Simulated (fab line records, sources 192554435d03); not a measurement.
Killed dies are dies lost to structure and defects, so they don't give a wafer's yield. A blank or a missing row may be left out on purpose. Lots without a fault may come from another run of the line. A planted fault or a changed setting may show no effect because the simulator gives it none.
fab line records | flow n5_finfet | part 2 of 2: steps 30 to 41 of 41
record lots=5 wafers=15 last_day=16
route steps=1938 shown STI_FIN_REVEAL@194 DUMMY_GATE@212
lots that met no fault: from a run of the same line without faults
start_h: hours from the record's first day to the start of the lot's first wafer shown | wait_h: hours since the lot's step before | " the same as in the row above | L1.1+2: a row that stands for several wafers | - no value, or no start given | * or withheld: withheld | < > ~ a bound
route shown NAME@n: a module of which the file shows steps, and the number in the route of the first | usual: mean/standard deviation of fault-free wafers | same: alike in all rows | chamber/n: place in a boat | sites: the reading at each site | _std_site: their standard deviation | _edge_site: outer sites' mean less inner sites' | radius_mm: how far each site lies from the wafer's centre | mask NAME#n: copy n | behind: the tool/chamber that last shaped the wafer | hold: why the lot was held/for how many hours/how that ended | device: the transistor (n, p or np) that didn't switch | end of line: the same wafers' tests at the end of the route | a step without rows: its recipe alone | killed: dies lost to structure and defects at the first sort, not the wafer's yield | map: a wafer's dies, x killed, . not, _ none there
set.NAME: the setting as run; set.NAME@STEP: as run at that earlier step | model.NAME: the simulator's own value behind a step, which no gauge read
lots at some steps of the route; a table a step, a row a wafer
services: from which hour (start_h, from the record's first day; less than 0 if before it) a tool's chamber was out of use, for how many hours, and why
## steps
# step N5_DUMMY_GATE_COAT_35
# recipe resist=SiARC temp_c=220 time_s=60 spin_rpm=1500 resist_thk_nm=10
# columns lot.wafer tool chamber start_h wait_h
L077.1+3+6 litho_track-05 0 - -
L081.1+2+4 litho_track-02 0 - -
L088.1+3+6 litho_track-02 0 - -
L089.1+2+3 litho_track-05 0 - -
L090.2+4+6 litho_track-01 0 - -
# step N5_DUMMY_GATE_COAT_28
# recipe resist=underlayer temp_c=205 time_s=60 spin_rpm=1500 resist_thk_nm=10
# columns lot.wafer tool chamber start_h wait_h
L077.1+3+6 litho_track-05 0 - -
L081.1+2+4 litho_track-02 0 - -
L088.1+3+6 litho_track-02 0 - -
L089.1+2+3 litho_track-05 0 - -
L090.2+4+6 litho_track-01 0 - -
# step N5_DUMMY_GATE_COAT_09
# recipe resist=CAR-EUV spin_rpm=1500 resist_thk_nm=30
# columns lot.wafer tool chamber start_h wait_h
L077.1+3+6 litho_track-05 0 - -
L081.1+2+4 litho_track-02 0 - -
L088.1+3+6 litho_track-02 0 - -
L089.1+2+3 litho_track-05 0 - -
L090.2+4+6 litho_track-01 0 - -
# step N5_DUMMY_GATE_EBR_11
# recipe solvent=PGMEA ebr_width_mm=1.5
# columns lot.wafer tool chamber start_h wait_h
L077.1+3+6 litho_track-05 0 - -
L081.1+2+4 litho_track-02 0 - -
L088.1+3+6 litho_track-02 0 - -
L089.1+2+3 litho_track-05 0 - -
L090.2+4+6 litho_track-01 0 - -
# step N5_DUMMY_GATE_SOFTBAKE_10
# recipe temp_c=110 time_s=60 resist=CAR-EUV
# columns lot.wafer tool chamber start_h wait_h
L077.1+3+6 litho_track-05 0 - -
L081.1+2+4 litho_track-02 0 - -
L088.1+3+6 litho_track-02 0 - -
L089.1+2+3 litho_track-05 0 - -
L090.2+4+6 litho_track-01 0 - -
# step N5_DUMMY_GATE_EXPOSE_12
# recipe mask_id=GATE na=0.33 source_shape=annular sigma_inner=0.2 sigma_outer=0.6 polarization=unpolarized target_cd_nm=25 dose_mj=34
# usual exposure_dose_mJ_cm2=33.93/0.041
# columns lot.wafer tool chamber start_h wait_h mask exposure_dose_mJ_cm2
L077.1 euv_scanner-02 0 66.82 - GATE#0 33.92
L077.3 " 0 " " GATE#0 34.00
L077.6 " 0 " " GATE#0 33.91
L081.1 euv_scanner-02 0 88.50 - GATE#0 33.93
L081.2 " 0 " " GATE#0 33.94
L081.4 " 0 " " GATE#0 33.94
L088.1 euv_scanner-01 0 130.88 - GATE#0 33.93
L088.3 " 0 " " GATE#0 33.86
L088.6 " 0 " " GATE#0 33.92
L089.1 euv_scanner-02 0 135.57 - GATE#0 33.94
L089.2 " 0 " " GATE#0 33.91
L089.3 " 0 " " GATE#0 33.95
L090.2 euv_scanner-01 0 145.25 - GATE#0 33.89
L090.4 " 0 " " GATE#0 33.90
L090.6 " 0 " " GATE#0 33.87
# step N5_DUMMY_GATE_PEB_13
# recipe peb_temp_c=100 peb_time_s=60 resist=CAR-EUV
# same peb_time_s=60
# columns lot.wafer tool chamber start_h wait_h
L077.1+3+6 litho_track-05 0 66.88 0.1
L081.1+2+4 litho_track-02 0 88.55 0.1
L088.1+3+6 litho_track-05 0 130.94 0.1
L089.1+2+3 litho_track-05 0 135.63 0.1
L090.2+4+6 litho_track-05 0 145.31 0.0
# step N5_DUMMY_GATE_DEVELOP_14
# recipe develop_time_s=30 developer=TMAH resist=CAR-EUV rinse_liquid=surfactant_rinse dry=air_spin dev_temp_c=23
# same develop_time_s=30
# columns lot.wafer tool chamber start_h wait_h
L077.1+3+6 litho_track-05 0 - -
L081.1+2+4 litho_track-02 0 - -
L088.1+3+6 litho_track-05 0 - -
L089.1+2+3 litho_track-05 0 - -
L090.2+4+6 litho_track-05 0 - -
# step N5_DUMMY_GATE_CD_MEAS_15
# recipe target_cd_nm=25.8 landing_energy_ev=500 detector=se_inlens
# usual cd_nm=25.10/0.28
# columns lot.wafer tool chamber start_h wait_h cd_nm
L077.1 cd_sem-03 0 66.94 - 25.46
L077.3 " 0 " " 25.01
L077.6 " 0 " " 25.57
L081.1 cd_sem-01 0 88.62 - 25.07
L081.2 " 0 " " 25.39
L081.4 " 0 " " 25.23
L088.1 cd_sem-02 0 131.01 - 24.81
L088.3 " 0 " " 25.42
L088.6 " 0 " " 25.53
L089.1 cd_sem-03 0 135.69 - 24.93
L089.2 " 0 " " 25.00
L089.3 " 0 " " 25.08
L090.2 cd_sem-03 0 145.38 - 25.32
L090.4 " 0 " " 24.90
L090.6 " 0 " " 25.07
# step N5_DUMMY_GATE_OVL_MEAS_16
# recipe points_per_wafer=522
# usual GATE_OVL=0.3/0.72
# columns lot.wafer tool chamber start_h wait_h GATE_OVL[nm]
L077.1 overlay-01 0 66.98 0.0 -0.5
L077.3 " 0 " " 0.1
L077.6 " 0 " " -0.2
L081.1 overlay-01 0 88.66 0.0 -0.1
L081.2 " 0 " " 0.1
L081.4 " 0 " " -0.2
L088.1 overlay-01 0 131.05 0.0 1.6
L088.3 " 0 " " 2.6
L088.6 " 0 " " 1.0
L089.1 overlay-01 0 135.73 0.0 -1.0
L089.2 " 0 " " 0.2
L089.3 " 0 " " -0.8
L090.2 overlay-02 0 145.42 0.0 0.3
L090.4 " 0 " " 0.3
L090.6 " 0 " " -0.1
# step N5_DUMMY_GATE_INSPECT_17
# recipe mode=adi inspect_instrument=brightfield
# usual raw_defect_count=206/60
# columns lot.wafer tool chamber start_h wait_h raw_defect_count
L077.1 defect_inspect-01 - 67.04 0.1 179
L077.3 " - " " 179
L077.6 " - " " 222
L081.1 defect_inspect-02 - 88.72 0.1 324
L081.2 " - " " 224
L081.4 " - " " 225
L088.1 defect_inspect-01 - 131.11 0.1 266
L088.3 " - " " 337
L088.6 " - " " 210
L089.1 defect_inspect-01 - 135.79 0.1 161
L089.2 " - " " 179
L089.3 " - " " 171
L090.2 defect_inspect-01 - 145.47 0.0 303
L090.4 " - " " 292
L090.6 " - " " 179
# step N5_DUMMY_GATE_DESCUM_20
# recipe chemistry=O2 time_s=6.2 source_power_w=50 bias_power_w=20 pressure_mtorr=20 rf_frequency_hz=2.712e+07 temp_c=40 resist=CAR-EUV o2_flow_sccm=225
# usual bias_power_w=20.01/0.064 drypump_motor_current_A=5.7/0.41 oes_product_au=0.76/0.069 rf_vpp_V=243.0/1.4 showerhead_plenum_p_Torr=2.08/0.077 throttle_valve_pct=20.46/0.22
# columns lot.wafer tool chamber start_h wait_h bias_power_w drypump_motor_current_A oes_product_au rf_hours_counter_h rf_vpp_V showerhead_plenum_p_Torr throttle_valve_pct
L077.1 rie_diel-02 3 67.29 0.3 20.02 4.9 0.75 172 240.7 2.01 20.86
L077.3 " 2 " " 19.98 5.9 0.80 104 243.4 2.11 20.58
L077.6 " 3 " " 20.07 4.9 0.76 - 241.9 2.01 20.86
L081.1 rie_diel-02 0 88.81 0.1 20.17 5.7 0.67 225 244.3 2.15 20.56
L081.2 " 1 " " 19.93 6.3 0.70 219 242.5 2.04 20.25
L081.4 " 3 " " 19.97 4.9 0.75 173 243.2 2.01 20.87
L088.1 rie_diel-03 1 131.14 0.0 19.92 5.7 0.79 127 241.7 2.09 20.13
L088.3 " 0 " " 20.10 5.9 0.89 38 243.7 2.03 20.09
L088.6 " 1 " " 19.98 5.7 0.79 - 244.9 2.09 20.14
L089.1 rie_diel-03 1 135.83 0.0 19.97 5.7 0.79 128 244.2 2.09 20.15
L089.2 " 3 " " 19.99 5.5 0.72 171 243.6 2.18 20.42
L089.3 " 2 " " 20.11 6.0 0.77 155 239.9 2.00 20.44
L090.2 rie_diel-04 2 145.51 0.0 19.97 5.8 0.74 154 242.3 2.07 20.25
L090.4 " 0 " " 20.08 5.5 0.70 211 242.2 1.97 20.51
L090.6 " 1 " " 20.04 5.2 0.69 - 243.6 2.16 20.64
## services
# columns tool chamber start_h hours kind
euv_scanner-02 - 36.17 0.6 repair
euv_scanner-01 - 36.83 1.0 pm
ald_sin-03 0 37.44 13.2 repair
lpcvd-01 - 39.41 6.0 pm
pecvd-03 - 41.99 2.8 pm
rie_diel-03 0 42.38 4.6 repair
euv_scanner-02 - 46.20 0.9 repair
vapor_etch-02 - 50.42 2.8 pm
ald_sin-01 - 53.59 0.2 repair
cmp-03 - 56.77 1.0 repair
wet_bench-02 - 59.62 2.6 repair
rie_diel-02 3 67.77 16.2 repair
pecvd-04 - 80.64 1.6 repair
pecvd-03 - 84.78 5.5 pm
euv_scanner-02 - 86.13 1.0 pm
ald_sin-01 - 86.92 14.0 pm
euv_scanner-01 - 87.81 2.1 repair
lpcvd-01 - 88.42 3.2 repair
rie_si-01 0 90.11 5.1 repair
euv_scanner-01 - 92.98 1.0 pm
euv_scanner-01 - 112.61 12.0 pm
pecvd-03 - 116.11 6.0 pm
rie_si-01 3 125.67 4.9 repair
euv_scanner-02 - 144.38 1.0 pm
